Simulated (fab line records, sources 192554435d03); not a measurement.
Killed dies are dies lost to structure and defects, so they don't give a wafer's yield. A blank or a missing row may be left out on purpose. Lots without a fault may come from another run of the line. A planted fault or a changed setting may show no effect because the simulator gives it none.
Which tool did it? | flow n5_finfet | 12 lots, 36 wafers sampled, at 4 steps of a route of 1938

WHAT THE GAUGES READ, wafer by wafer
N5_BEOL_M1_THK_MEAS_53: measures by xrf.
lot  | measured     | on            | M1_THK (nm)
L075 | day 6 21:30  | film_metro-01 | 37.4 35.5 36.7
L077 | day 7 02:34  | film_metro-02 | 35.9 36.1 39.9
L078 | day 7 20:28  | film_metro-01 | 35.7 36.3 37.0
L080 | day 9 02:34  | film_metro-01 | 42.6 39.8 39.3
L082 | day 9 06:19  | film_metro-02 | 37.4 40.1 37.5
L085 | day 10 05:48 | film_metro-02 | 40.9 40.0 37.4
L087 | day 10 08:20 | film_metro-01 | 37.1 38.0 38.9
L090 | day 10 14:54 | film_metro-02 | 40.6 39.7 42.1
L091 | day 10 22:16 | film_metro-02 | 38.9 40.0 41.0
L093 | day 11 12:24 | film_metro-01 | 41.3 42.1 43.3
L095 | day 11 18:56 | film_metro-02 | 41.3 37.2 39.7
L097 | day 12 14:35 | film_metro-01 | 38.5 39.1 38.4

WHICH TOOL RAN EACH LOT (tool, then ch and the chambers of the sampled wafers, then the start)
lot  | N5_BEOL_M1_ANNEAL_89         | N5_BEOL_M1_SPUTTER_90        | N5_BEOL_M1_ANNEAL_51
L075 | pvd_sputter-02, day 6 19:55  | pvd_sputter-02, day 6 20:03  | rtp_anneal-01 ch 0, day 6 20:55
L077 | pvd_sputter-02, day 7 00:59  | pvd_sputter-02, day 7 01:07  | rtp_anneal-01 ch 0, day 7 01:59
L078 | pvd_sputter-03, day 7 18:53  | pvd_sputter-03, day 7 19:01  | rtp_anneal-02 ch 0, day 7 19:55
L080 | pvd_sputter-02, day 9 00:59  | pvd_sputter-02, day 9 01:07  | rtp_anneal-01 ch 0, day 9 01:59
L082 | pvd_sputter-03, day 9 04:36  | pvd_sputter-03, day 9 04:44  | rtp_anneal-01 ch 0, day 9 05:43
L085 | pvd_sputter-02, day 10 04:13 | pvd_sputter-02, day 10 04:21 | rtp_anneal-01 ch 0, day 10 05:15
L087 | pvd_sputter-02, day 10 06:38 | pvd_sputter-02, day 10 06:46 | rtp_anneal-01 ch 0, day 10 07:44
L090 | pvd_sputter-01, day 10 13:01 | pvd_sputter-01, day 10 13:10 | rtp_anneal-01 ch 0, day 10 14:07
L091 | pvd_sputter-03, day 10 20:40 | pvd_sputter-03, day 10 20:49 | rtp_anneal-01 ch 0, day 10 21:48
L093 | pvd_sputter-01, day 11 10:48 | pvd_sputter-01, day 11 10:56 | rtp_anneal-02 ch 0, day 11 11:52
L095 | pvd_sputter-02, day 11 17:20 | pvd_sputter-02, day 11 17:29 | rtp_anneal-02 ch 0, day 11 18:20
L097 | pvd_sputter-03, day 12 12:59 | pvd_sputter-03, day 12 13:08 | rtp_anneal-02 ch 0, day 12 14:02
- N5_BEOL_M1_ANNEAL_89: time 240 s.
- N5_BEOL_M1_SPUTTER_90: material Cu, target thk 4.5 nm, time 8.29 s.
- N5_BEOL_M1_ANNEAL_51: time 90 s.

THE ANSWER, worked out from the rows above alone
Rule: what is usual is taken from the lots themselves. Put in order of their means at a reading, lots are off if they are a third of the lots or fewer, leave a main group of 4 or more, and stand apart from it by a gap of 3 or more times the standard deviation of the main group's means; of several such gaps the widest counts. A main group whose means are all the same, to the digits that the tables above print for the reading, isn't used. A lot without any number at a reading at which 4 lots or more have one is off too. The other lots that the step has rows for count as sound.
No lot is off at any reading shown: from this, nothing can be told.

WHAT THE SIMULATOR HAD PUT IN
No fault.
